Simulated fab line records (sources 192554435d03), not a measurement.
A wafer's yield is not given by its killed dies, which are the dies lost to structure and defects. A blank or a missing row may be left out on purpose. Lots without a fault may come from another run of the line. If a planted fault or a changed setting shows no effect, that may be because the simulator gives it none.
fab line records || flow n5Finfet || part 2 of 2: steps 18 to 26 of 26
record {"lots": 5, "wafers": 15, "lastDay": 17}
route steps=1938 shown DUMMY_GATE@230
lots that met no fault: taken from a fault-free run of the same line
startH: the number of hours between the record's first day and the start of the first shown wafer of the lot || waitH: hours since the lot's step before || " same as the row above || L1.1+2: a single row standing in for several wafers || - no value, or no start given || * or withheld: withheld || < > ~ a bound
route shown NAME@n: NAME is a module with steps in the file, n the number in the route of the first one || usual: the fault-free wafers' mean and standard deviation || same: alike in all rows || chamber/n: place in a boat || sites: per-site readings || _std_site: standard deviation across them || _edge_site: outer sites' mean less inner sites' || radiusMm: how far each site lies from the wafer's centre || mask NAME#n: copy n || behind: the most recent tool/chamber to have shaped the wafer || hold: reason for holding the lot/hours on hold/outcome of the hold || device: whichever transistor did not switch (one of n, p or np) || end of line: tests run on the same wafers once the route is complete || for a step that has no rows: nothing shown but its recipe || killed: dies lost to structure and defects at the first sort, not the wafer's yield || map: dies across one wafer; x = killed, . = not, _ = none there
set.NAME: the setting as run; set.NAME@STEP: as run at that earlier step || model.NAME: the simulator's own value behind a step, which no gauge read
a table for each step, a row for each wafer; lots at some steps of the route
services: a tool's chamber out of use, with start hour (startH, from the record's first day; less than 0 if before it), hours out, and reason
## steps
# step N5_DUMMY_GATE_ETCH_23
# recipe {"chemistry": "HBr/Cl2/O2", "HBr_flow_sccm": 150, "Cl2_flow_sccm": 80, "O2_flow_sccm": 12, "biasW": 102, "targetDepthA": 410, "timeS": 22.3, "target": "poly-Si", "maskMaterial": "SiO2", "pressureMtorr": 10, "icpW": 800}
# usual {"drypumpMotorCurrentA": "5.6/0.39", "oesProductAu": "1.003/0.023", "throttleValvePct": "37.1/0.35"}
# same {"timeS": 22.3}
{"lot.wafer": "L079.2", "tool": "rieSi-01", "chamber": 2, "startH": 78.20, "waitH": 0.0, "drypumpMotorCurrentA": 5.3, "oesProductAu": 0.998, "rfHoursCounterH": 185, "throttleValvePct": 36.5}
{"lot.wafer": "L079.5", "tool": "rieSi-01", "chamber": 0, "startH": 78.20, "waitH": 0.0, "drypumpMotorCurrentA": 5.8, "oesProductAu": 1.010, "rfHoursCounterH": "-", "throttleValvePct": 37.4}
{"lot.wafer": "L079.6", "tool": "rieSi-01", "chamber": 3, "startH": 78.20, "waitH": 0.0, "drypumpMotorCurrentA": 4.9, "oesProductAu": 1.015, "rfHoursCounterH": "-", "throttleValvePct": 37.5}
{"lot.wafer": "L081.1", "tool": "rieSi-01", "chamber": 3, "startH": 89.84, "waitH": 0.0, "drypumpMotorCurrentA": 4.9, "oesProductAu": 1.001, "rfHoursCounterH": 58, "throttleValvePct": 37.5}
{"lot.wafer": "L081.3", "tool": "rieSi-01", "chamber": 0, "startH": 89.84, "waitH": 0.0, "drypumpMotorCurrentA": 5.7, "oesProductAu": 0.999, "rfHoursCounterH": 134, "throttleValvePct": 37.4}
{"lot.wafer": "L081.4", "tool": "rieSi-01", "chamber": 1, "startH": 89.84, "waitH": 0.0, "drypumpMotorCurrentA": 5.6, "oesProductAu": 1.041, "rfHoursCounterH": 155, "throttleValvePct": 37.3}
{"lot.wafer": "L088.3", "tool": "rieSi-03", "chamber": 1, "startH": 134.71, "waitH": 0.0, "drypumpMotorCurrentA": 5.8, "oesProductAu": 1.003, "rfHoursCounterH": 142, "throttleValvePct": 37.1}
{"lot.wafer": "L088.5", "tool": "rieSi-03", "chamber": 3, "startH": 134.71, "waitH": 0.0, "drypumpMotorCurrentA": 6.0, "oesProductAu": 1.028, "rfHoursCounterH": "-", "throttleValvePct": 37.1}
{"lot.wafer": "L088.6", "tool": "rieSi-03", "chamber": 0, "startH": 134.71, "waitH": 0.0, "drypumpMotorCurrentA": 6.0, "oesProductAu": 0.958, "rfHoursCounterH": "-", "throttleValvePct": 36.8}
{"lot.wafer": "L095.1", "tool": "rieSi-05", "chamber": 1, "startH": 175.10, "waitH": 0.0, "drypumpMotorCurrentA": 5.1, "oesProductAu": 0.994, "rfHoursCounterH": 29, "throttleValvePct": 37.7}
{"lot.wafer": "L095.2", "tool": "rieSi-05", "chamber": 0, "startH": 175.10, "waitH": 0.0, "drypumpMotorCurrentA": 6.1, "oesProductAu": 1.020, "rfHoursCounterH": 81, "throttleValvePct": 36.7}
{"lot.wafer": "L095.6", "tool": "rieSi-05", "chamber": 3, "startH": 175.10, "waitH": 0.0, "drypumpMotorCurrentA": 5.5, "oesProductAu": 1.000, "rfHoursCounterH": "-", "throttleValvePct": 37.5}
{"lot.wafer": "L097.2", "tool": "rieSi-03", "chamber": 0, "startH": 185.14, "waitH": 0.0, "drypumpMotorCurrentA": 6.0, "oesProductAu": 0.950, "rfHoursCounterH": 154, "throttleValvePct": 36.9}
{"lot.wafer": "L097.4", "tool": "rieSi-03", "chamber": 3, "startH": 185.14, "waitH": 0.0, "drypumpMotorCurrentA": 6.1, "oesProductAu": 1.015, "rfHoursCounterH": 63, "throttleValvePct": 37.1}
{"lot.wafer": "L097.6", "tool": "rieSi-03", "chamber": 0, "startH": 185.14, "waitH": 0.0, "drypumpMotorCurrentA": 6.0, "oesProductAu": 0.947, "rfHoursCounterH": "-", "throttleValvePct": 36.9}
# step N5_DUMMY_GATE_ETCH_44
# recipe {"chemistry": "HBr/O2", "overEtchFrac": 0.7, "targetDepthA": 1275, "stopOn": "SiO2", "ionEnergyEv": 60, "biasW": 20, "target": "poly-Si", "maskMaterial": "SiO2", "pressureMtorr": 20, "icpW": 400, "HBr_flow_sccm": 120, "O2_flow_sccm": 10}
# usual {"drypumpMotorCurrentA": "5.6/0.4", "oesProductAu": "0.728/0.011", "throttleValvePct": "18.45/0.19"}
{"lot.wafer": "L079.2", "tool": "rieSi-01", "chamber": 2, "startH": 78.26, "waitH": 0.0, "drypumpMotorCurrentA": 5.3, "oesProductAu": 0.723, "rfHoursCounterH": 185, "throttleValvePct": 18.11}
{"lot.wafer": "L079.5", "tool": "rieSi-01", "chamber": 0, "startH": 78.26, "waitH": 0.0, "drypumpMotorCurrentA": 5.7, "oesProductAu": 0.741, "rfHoursCounterH": "-", "throttleValvePct": 18.61}
{"lot.wafer": "L079.6", "tool": "rieSi-01", "chamber": 3, "startH": 78.26, "waitH": 0.0, "drypumpMotorCurrentA": 4.9, "oesProductAu": 0.739, "rfHoursCounterH": "-", "throttleValvePct": 18.59}
{"lot.wafer": "L081.1", "tool": "rieSi-01", "chamber": 3, "startH": 89.90, "waitH": 0.0, "drypumpMotorCurrentA": 4.9, "oesProductAu": 0.726, "rfHoursCounterH": 58, "throttleValvePct": 18.58}
{"lot.wafer": "L081.3", "tool": "rieSi-01", "chamber": 0, "startH": 89.90, "waitH": 0.0, "drypumpMotorCurrentA": 5.7, "oesProductAu": 0.722, "rfHoursCounterH": 134, "throttleValvePct": 18.62}
{"lot.wafer": "L081.4", "tool": "rieSi-01", "chamber": 1, "startH": 89.90, "waitH": 0.0, "drypumpMotorCurrentA": 5.5, "oesProductAu": 0.741, "rfHoursCounterH": 155, "throttleValvePct": 18.71}
{"lot.wafer": "L088.3", "tool": "rieSi-03", "chamber": 1, "startH": 134.77, "waitH": 0.0, "drypumpMotorCurrentA": 5.8, "oesProductAu": 0.731, "rfHoursCounterH": 142, "throttleValvePct": 18.42}
{"lot.wafer": "L088.5", "tool": "rieSi-03", "chamber": 3, "startH": 134.77, "waitH": 0.0, "drypumpMotorCurrentA": 6.0, "oesProductAu": 0.724, "rfHoursCounterH": "-", "throttleValvePct": 18.47}
{"lot.wafer": "L088.6", "tool": "rieSi-03", "chamber": 0, "startH": 134.77, "waitH": 0.0, "drypumpMotorCurrentA": 6.0, "oesProductAu": 0.712, "rfHoursCounterH": "-", "throttleValvePct": 18.30}
{"lot.wafer": "L095.1", "tool": "rieSi-05", "chamber": 1, "startH": 175.15, "waitH": 0.0, "drypumpMotorCurrentA": 5.1, "oesProductAu": 0.737, "rfHoursCounterH": 29, "throttleValvePct": 18.74}
{"lot.wafer": "L095.2", "tool": "rieSi-05", "chamber": 0, "startH": 175.15, "waitH": 0.0, "drypumpMotorCurrentA": 6.1, "oesProductAu": 0.735, "rfHoursCounterH": 81, "throttleValvePct": 18.13}
{"lot.wafer": "L095.6", "tool": "rieSi-05", "chamber": 3, "startH": 175.15, "waitH": 0.0, "drypumpMotorCurrentA": 5.5, "oesProductAu": 0.717, "rfHoursCounterH": "-", "throttleValvePct": 18.50}
{"lot.wafer": "L097.2", "tool": "rieSi-03", "chamber": 0, "startH": 185.20, "waitH": 0.0, "drypumpMotorCurrentA": 6.0, "oesProductAu": 0.713, "rfHoursCounterH": 154, "throttleValvePct": 18.29}
{"lot.wafer": "L097.4", "tool": "rieSi-03", "chamber": 3, "startH": 185.20, "waitH": 0.0, "drypumpMotorCurrentA": 6.0, "oesProductAu": 0.725, "rfHoursCounterH": 63, "throttleValvePct": 18.49}
{"lot.wafer": "L097.6", "tool": "rieSi-03", "chamber": 0, "startH": 185.20, "waitH": 0.0, "drypumpMotorCurrentA": 6.0, "oesProductAu": 0.699, "rfHoursCounterH": "-", "throttleValvePct": 18.30}
# step N5_DUMMY_GATE_CD_MEAS_24
# recipe {"targetCdNm": 15}
# usual {"cdNm": "15.0/0.43"}
{"lot.wafer": "L079.2", "tool": "cdSem-01", "chamber": "-", "startH": 78.37, "waitH": 0.1, "cdNm": 14.8}
{"lot.wafer": "L079.5", "tool": "cdSem-01", "chamber": "-", "startH": 78.37, "waitH": 0.1, "cdNm": 14.9}
{"lot.wafer": "L079.6", "tool": "cdSem-01", "chamber": "-", "startH": 78.37, "waitH": 0.1, "cdNm": 15.7}
{"lot.wafer": "L081.1", "tool": "cdSem-01", "chamber": "-", "startH": 90.01, "waitH": 0.1, "cdNm": 14.0}
{"lot.wafer": "L081.3", "tool": "cdSem-01", "chamber": "-", "startH": 90.01, "waitH": 0.1, "cdNm": 15.4}
{"lot.wafer": "L081.4", "tool": "cdSem-01", "chamber": "-", "startH": 90.01, "waitH": 0.1, "cdNm": 14.4}
{"lot.wafer": "L088.3", "tool": "cdSem-01", "chamber": "-", "startH": 134.88, "waitH": 0.1, "cdNm": 15.5}
{"lot.wafer": "L088.5", "tool": "cdSem-01", "chamber": "-", "startH": 134.88, "waitH": 0.1, "cdNm": 15.5}
{"lot.wafer": "L088.6", "tool": "cdSem-01", "chamber": "-", "startH": 134.88, "waitH": 0.1, "cdNm": 15.8}
{"lot.wafer": "L095.1", "tool": "cdSem-02", "chamber": "-", "startH": 175.26, "waitH": 0.1, "cdNm": 15.1}
{"lot.wafer": "L095.2", "tool": "cdSem-02", "chamber": "-", "startH": 175.26, "waitH": 0.1, "cdNm": 16.0}
{"lot.wafer": "L095.6", "tool": "cdSem-02", "chamber": "-", "startH": 175.26, "waitH": 0.1, "cdNm": 15.5}
{"lot.wafer": "L097.2", "tool": "cdSem-03", "chamber": "-", "startH": 185.31, "waitH": 0.1, "cdNm": 15.0}
{"lot.wafer": "L097.4", "tool": "cdSem-03", "chamber": "-", "startH": 185.31, "waitH": 0.1, "cdNm": 15.1}
{"lot.wafer": "L097.6", "tool": "cdSem-03", "chamber": "-", "startH": 185.31, "waitH": 0.1, "cdNm": 14.6}
# step N5_DUMMY_GATE_ETCH_42
# recipe {"chemistry": "CHF3/O2", "target": "SiO2", "targetDepthA": 35, "timeS": 31, "ionEnergyEv": 30, "biasW": 12, "pressureMtorr": 30, "sourceW": 600, "Ar_flow_sccm": 200, "CHF3_flow_sccm": 50, "O2_flow_sccm": 5}
# usual {"drypumpMotorCurrentA": "5.9/0.38", "oesProductAu": "0.73/0.041", "rfVppV": "42.7/1.1", "showerheadPlenumPTorr": "2.38/0.086", "throttleValvePct": "18.90/0.23"}
# same {"timeS": 31}
{"lot.wafer": "L079.2", "tool": "rieDiel-05", "chamber": 1, "startH": 78.41, "waitH": 0.0, "drypumpMotorCurrentA": 6.1, "oesProductAu": 0.77, "rfHoursCounterH": 145, "rfVppV": 43.7, "showerheadPlenumPTorr": 2.41, "throttleValvePct": 18.57}
{"lot.wafer": "L079.5", "tool": "rieDiel-05", "chamber": 0, "startH": 78.41, "waitH": 0.0, "drypumpMotorCurrentA": 6.4, "oesProductAu": 0.72, "rfHoursCounterH": "-", "rfVppV": 42.0, "showerheadPlenumPTorr": 2.28, "throttleValvePct": 19.28}
{"lot.wafer": "L079.6", "tool": "rieDiel-05", "chamber": 3, "startH": 78.41, "waitH": 0.0, "drypumpMotorCurrentA": 6.1, "oesProductAu": 0.72, "rfHoursCounterH": "-", "rfVppV": 44.5, "showerheadPlenumPTorr": 2.50, "throttleValvePct": 18.96}
{"lot.wafer": "L081.1", "tool": "rieDiel-05", "chamber": 0, "startH": 90.05, "waitH": 0.0, "drypumpMotorCurrentA": 6.4, "oesProductAu": 0.72, "rfHoursCounterH": 219, "rfVppV": 43.0, "showerheadPlenumPTorr": 2.28, "throttleValvePct": 19.26}
{"lot.wafer": "L081.3", "tool": "rieDiel-05", "chamber": 2, "startH": 90.05, "waitH": 0.0, "drypumpMotorCurrentA": 6.2, "oesProductAu": 0.72, "rfHoursCounterH": 200, "rfVppV": 44.1, "showerheadPlenumPTorr": 2.30, "throttleValvePct": 18.51}
{"lot.wafer": "L081.4", "tool": "rieDiel-05", "chamber": 1, "startH": 90.05, "waitH": 0.0, "drypumpMotorCurrentA": 6.1, "oesProductAu": 0.77, "rfHoursCounterH": 148, "rfVppV": 40.9, "showerheadPlenumPTorr": 2.41, "throttleValvePct": 18.62}
{"lot.wafer": "L088.3", "tool": "rieDiel-06", "chamber": 3, "startH": 134.93, "waitH": 0.0, "drypumpMotorCurrentA": 6.2, "oesProductAu": 0.76, "rfHoursCounterH": 146, "rfVppV": 42.0, "showerheadPlenumPTorr": 2.40, "throttleValvePct": 19.17}
{"lot.wafer": "L088.5", "tool": "rieDiel-06", "chamber": 0, "startH": 134.93, "waitH": 0.0, "drypumpMotorCurrentA": 5.7, "oesProductAu": 0.75, "rfHoursCounterH": "-", "rfVppV": 43.2, "showerheadPlenumPTorr": 2.42, "throttleValvePct": 18.95}
{"lot.wafer": "L088.6", "tool": "rieDiel-06", "chamber": 1, "startH": 134.93, "waitH": 0.0, "drypumpMotorCurrentA": 5.2, "oesProductAu": 0.72, "rfHoursCounterH": "-", "rfVppV": 43.3, "showerheadPlenumPTorr": 2.38, "throttleValvePct": 18.59}
{"lot.wafer": "L095.1", "tool": "rieDiel-05", "chamber": 2, "startH": 175.31, "waitH": 0.0, "drypumpMotorCurrentA": 6.2, "oesProductAu": 0.69, "rfHoursCounterH": 226, "rfVppV": 43.4, "showerheadPlenumPTorr": 2.29, "throttleValvePct": 18.55}
{"lot.wafer": "L095.2", "tool": "rieDiel-05", "chamber": 1, "startH": 175.31, "waitH": 0.0, "drypumpMotorCurrentA": 6.0, "oesProductAu": 0.73, "rfHoursCounterH": 173, "rfVppV": 42.4, "showerheadPlenumPTorr": 2.40, "throttleValvePct": 18.63}
{"lot.wafer": "L095.6", "tool": "rieDiel-05", "chamber": 3, "startH": 175.31, "waitH": 0.0, "drypumpMotorCurrentA": 6.2, "oesProductAu": 0.70, "rfHoursCounterH": "-", "rfVppV": 43.5, "showerheadPlenumPTorr": 2.49, "throttleValvePct": 18.99}
{"lot.wafer": "L097.2", "tool": "rieDiel-01", "chamber": 3, "startH": 185.36, "waitH": 0.0, "drypumpMotorCurrentA": 5.6, "oesProductAu": 0.71, "rfHoursCounterH": 193, "rfVppV": 42.2, "showerheadPlenumPTorr": 2.51, "throttleValvePct": 19.09}
{"lot.wafer": "L097.4", "tool": "rieDiel-01", "chamber": 2, "startH": 185.36, "waitH": 0.0, "drypumpMotorCurrentA": 5.2, "oesProductAu": 0.91, "rfHoursCounterH": 15, "rfVppV": 43.9, "showerheadPlenumPTorr": 2.36, "throttleValvePct": 18.63}
{"lot.wafer": "L097.6", "tool": "rieDiel-01", "chamber": 0, "startH": 185.36, "waitH": 0.0, "drypumpMotorCurrentA": 6.2, "oesProductAu": 0.71, "rfHoursCounterH": "-", "rfVppV": 42.9, "showerheadPlenumPTorr": 2.30, "throttleValvePct": 18.94}
# step N5_DUMMY_GATE_STRIP_48
# recipe {"chemistry": "N2/H2", "timeS": 20, "powerW": 100, "tempC": 40, "pressureMtorr": 100, "rfFrequencyHz": 6e+07, "biasPowerW": 3, "n2FlowSccm": 300, "h2FlowSccm": 300}
# usual {"drypumpMotorCurrentA": "5.9/0.38", "oesProductAu": "0.73/0.04", "rfVppV": "45.3/0.84", "showerheadPlenumPTorr": "3.32/0.12", "throttleValvePct": "12.36/0.22"}
# same {"timeS": 20}
{"lot.wafer": "L079.2", "tool": "rieDiel-05", "chamber": 1, "startH": 78.46, "waitH": 0.0, "drypumpMotorCurrentA": 6.0, "oesProductAu": 0.77, "rfHoursCounterH": 145, "rfVppV": 45.9, "showerheadPlenumPTorr": 3.37, "throttleValvePct": 12.03}
{"lot.wafer": "L079.5", "tool": "rieDiel-05", "chamber": 0, "startH": 78.46, "waitH": 0.0, "drypumpMotorCurrentA": 6.4, "oesProductAu": 0.71, "rfHoursCounterH": "-", "rfVppV": 45.1, "showerheadPlenumPTorr": 3.22, "throttleValvePct": 12.74}
{"lot.wafer": "L079.6", "tool": "rieDiel-05", "chamber": 3, "startH": 78.46, "waitH": 0.0, "drypumpMotorCurrentA": 6.1, "oesProductAu": 0.71, "rfHoursCounterH": "-", "rfVppV": 45.9, "showerheadPlenumPTorr": 3.51, "throttleValvePct": 12.42}
{"lot.wafer": "L081.1", "tool": "rieDiel-05", "chamber": 0, "startH": 90.10, "waitH": 0.0, "drypumpMotorCurrentA": 6.5, "oesProductAu": 0.72, "rfHoursCounterH": 219, "rfVppV": 43.8, "showerheadPlenumPTorr": 3.22, "throttleValvePct": 12.75}
{"lot.wafer": "L081.3", "tool": "rieDiel-05", "chamber": 2, "startH": 90.10, "waitH": 0.0, "drypumpMotorCurrentA": 6.2, "oesProductAu": 0.71, "rfHoursCounterH": 200, "rfVppV": 45.3, "showerheadPlenumPTorr": 3.20, "throttleValvePct": 11.97}
{"lot.wafer": "L081.4", "tool": "rieDiel-05", "chamber": 1, "startH": 90.10, "waitH": 0.0, "drypumpMotorCurrentA": 6.1, "oesProductAu": 0.76, "rfHoursCounterH": 148, "rfVppV": 45.5, "showerheadPlenumPTorr": 3.37, "throttleValvePct": 12.03}
{"lot.wafer": "L088.3", "tool": "rieDiel-06", "chamber": 3, "startH": 134.97, "waitH": 0.0, "drypumpMotorCurrentA": 6.2, "oesProductAu": 0.77, "rfHoursCounterH": 146, "rfVppV": 45.8, "showerheadPlenumPTorr": 3.38, "throttleValvePct": 12.56}
{"lot.wafer": "L088.5", "tool": "rieDiel-06", "chamber": 0, "startH": 134.97, "waitH": 0.0, "drypumpMotorCurrentA": 5.7, "oesProductAu": 0.75, "rfHoursCounterH": "-", "rfVppV": 45.0, "showerheadPlenumPTorr": 3.39, "throttleValvePct": 12.46}
{"lot.wafer": "L088.6", "tool": "rieDiel-06", "chamber": 1, "startH": 134.97, "waitH": 0.0, "drypumpMotorCurrentA": 5.2, "oesProductAu": 0.72, "rfHoursCounterH": "-", "rfVppV": 44.8, "showerheadPlenumPTorr": 3.33, "throttleValvePct": 12.15}
{"lot.wafer": "L095.1", "tool": "rieDiel-05", "chamber": 2, "startH": 175.36, "waitH": 0.0, "drypumpMotorCurrentA": 6.2, "oesProductAu": 0.69, "rfHoursCounterH": 226, "rfVppV": 44.2, "showerheadPlenumPTorr": 3.19, "throttleValvePct": 12.05}
{"lot.wafer": "L095.2", "tool": "rieDiel-05", "chamber": 1, "startH": 175.36, "waitH": 0.0, "drypumpMotorCurrentA": 6.1, "oesProductAu": 0.74, "rfHoursCounterH": 173, "rfVppV": 46.6, "showerheadPlenumPTorr": 3.36, "throttleValvePct": 12.08}
{"lot.wafer": "L095.6", "tool": "rieDiel-05", "chamber": 3, "startH": 175.36, "waitH": 0.0, "drypumpMotorCurrentA": 6.2, "oesProductAu": 0.69, "rfHoursCounterH": "-", "rfVppV": 45.1, "showerheadPlenumPTorr": 3.50, "throttleValvePct": 12.50}
{"lot.wafer": "L097.2", "tool": "rieDiel-01", "chamber": 3, "startH": 185.41, "waitH": 0.0, "drypumpMotorCurrentA": 5.6, "oesProductAu": 0.71, "rfHoursCounterH": 193, "rfVppV": 46.4, "showerheadPlenumPTorr": 3.48, "throttleValvePct": 12.44}
{"lot.wafer": "L097.4", "tool": "rieDiel-01", "chamber": 2, "startH": 185.41, "waitH": 0.0, "drypumpMotorCurrentA": 5.2, "oesProductAu": 0.90, "rfHoursCounterH": 15, "rfVppV": 45.8, "showerheadPlenumPTorr": 3.30, "throttleValvePct": 11.97}
{"lot.wafer": "L097.6", "tool": "rieDiel-01", "chamber": 0, "startH": 185.41, "waitH": 0.0, "drypumpMotorCurrentA": 6.2, "oesProductAu": 0.71, "rfHoursCounterH": "-", "rfVppV": 47.0, "showerheadPlenumPTorr": 3.21, "throttleValvePct": 12.46}
# step N5_DUMMY_GATE_PRECLEAN_33
# recipe {"chemistry": "dHF", "timeS": 10, "dilution": "750:1", "tempC": 25}
# same {"timeS": 10}
{"lot.wafer": "L079.2+5+6", "tool": "wetBench-04", "chamber": "1,7,0", "startH": 78.55, "waitH": 0.1}
{"lot.wafer": "L081.1+3+4", "tool": "wetBench-02", "chamber": "2,1,6", "startH": 90.19, "waitH": 0.1}
{"lot.wafer": "L088.3+5+6", "tool": "wetBench-01", "chamber": "7,6,2", "startH": 135.06, "waitH": 0.1}
{"lot.wafer": "L095.1+2+6", "tool": "wetBench-04", "chamber": "2,6,7", "startH": 175.44, "waitH": 0.1}
{"lot.wafer": "L097.2+4+6", "tool": "wetBench-04", "chamber": "5,1,3", "startH": 185.49, "waitH": 0.1}
# step N5_DUMMY_GATE_PRECLEAN_25
# recipe {"chemistry": "O3/DIW", "timeS": 45, "tempC": 22, "o3Ppm": 10}
# same {"timeS": 45}
{"lot.wafer": "L079.2+5+6", "tool": "wetBench-04", "chamber": "1,7,0", "startH": 78.55, "waitH": 0.0}
{"lot.wafer": "L081.1+3+4", "tool": "wetBench-02", "chamber": "2,1,6", "startH": 90.19, "waitH": 0.0}
{"lot.wafer": "L088.3+5+6", "tool": "wetBench-01", "chamber": "7,6,2", "startH": 135.06, "waitH": 0.0}
{"lot.wafer": "L095.1+2+6", "tool": "wetBench-04", "chamber": "2,6,7", "startH": 175.45, "waitH": 0.0}
{"lot.wafer": "L097.2+4+6", "tool": "wetBench-04", "chamber": "5,1,3", "startH": 185.49, "waitH": 0.0}
# step N5_DUMMY_GATE_PRECLEAN_51
# recipe {"chemistry": "SC2", "timeS": 45, "tempC": 35, "mix": "1:1:50"}
# same {"timeS": 45}
{"lot.wafer": "L079.2+5+6", "tool": "wetBench-04", "chamber": "1,7,0", "startH": 78.56, "waitH": 0.0}
{"lot.wafer": "L081.1+3+4", "tool": "wetBench-02", "chamber": "2,1,6", "startH": 90.20, "waitH": 0.0}
{"lot.wafer": "L088.3+5+6", "tool": "wetBench-01", "chamber": "7,6,2", "startH": 135.08, "waitH": 0.0}
{"lot.wafer": "L095.1+2+6", "tool": "wetBench-04", "chamber": "2,6,7", "startH": 175.46, "waitH": 0.0}
{"lot.wafer": "L097.2+4+6", "tool": "wetBench-04", "chamber": "5,1,3", "startH": 185.51, "waitH": 0.0}
# step N5_DUMMY_GATE_SRD_26
# recipe {"dry": "ipaMarangoni", "timeS": 30, "tempC": 23, "rinseLiquid": "diw"}
# same {"timeS": 30}
{"lot.wafer": "L079.2+5+6", "tool": "wetBench-04", "chamber": "1,7,0", "startH": 78.58, "waitH": 0.0}
{"lot.wafer": "L081.1+3+4", "tool": "wetBench-02", "chamber": "2,1,6", "startH": 90.22, "waitH": 0.0}
{"lot.wafer": "L088.3+5+6", "tool": "wetBench-01", "chamber": "7,6,2", "startH": 135.09, "waitH": 0.0}
{"lot.wafer": "L095.1+2+6", "tool": "wetBench-04", "chamber": "2,6,7", "startH": 175.47, "waitH": 0.0}
{"lot.wafer": "L097.2+4+6", "tool": "wetBench-04", "chamber": "5,1,3", "startH": 185.52, "waitH": 0.0}
## services
{"tool": "rieDiel-01", "chamber": 2, "startH": 59.15, "hours": 2.7, "kind": "repair"}
{"tool": "rieSi-01", "chamber": "-", "startH": 69.17, "hours": 2.8, "kind": "pm"}
{"tool": "rieSi-01", "chamber": 1, "startH": 74.25, "hours": 6.1, "kind": "repair"}
{"tool": "rieDiel-06", "chamber": "-", "startH": 75.90, "hours": 0.5, "kind": "repair"}
{"tool": "rieDiel-01", "chamber": 3, "startH": 83.26, "hours": 8.8, "kind": "repair"}
{"tool": "rieSi-05", "chamber": "-", "startH": 84.15, "hours": 14.6, "kind": "pm"}
{"tool": "rieDiel-06", "chamber": 0, "startH": 101.16, "hours": 4.5, "kind": "repair"}
{"tool": "rieSi-05", "chamber": "-", "startH": 110.17, "hours": 2.8, "kind": "pm"}
{"tool": "rieSi-03", "chamber": "-", "startH": 116.19, "hours": 2.8, "kind": "pm"}
{"tool": "rieDiel-01", "chamber": 2, "startH": 121.22, "hours": "-", "kind": "clean"}
{"tool": "rieDiel-01", "chamber": 2, "startH": 121.22, "hours": "-", "kind": "consumableReplace:focusRing"}
{"tool": "rieDiel-01", "chamber": 2, "startH": 121.22, "hours": 12.1, "kind": "scheduledDown"}
{"tool": "rieDiel-01", "chamber": 2, "startH": 121.22, "hours": 12.1, "kind": "ventCycle"}
{"tool": "rieDiel-01", "chamber": 3, "startH": 123.80, "hours": 3.1, "kind": "repair"}
{"tool": "rieSi-01", "chamber": "-", "startH": 135.58, "hours": 0.1, "kind": "repair"}
{"tool": "lithoTrack-01", "chamber": "-", "startH": 184.10, "hours": "-", "kind": "consumableReplace:filter"}
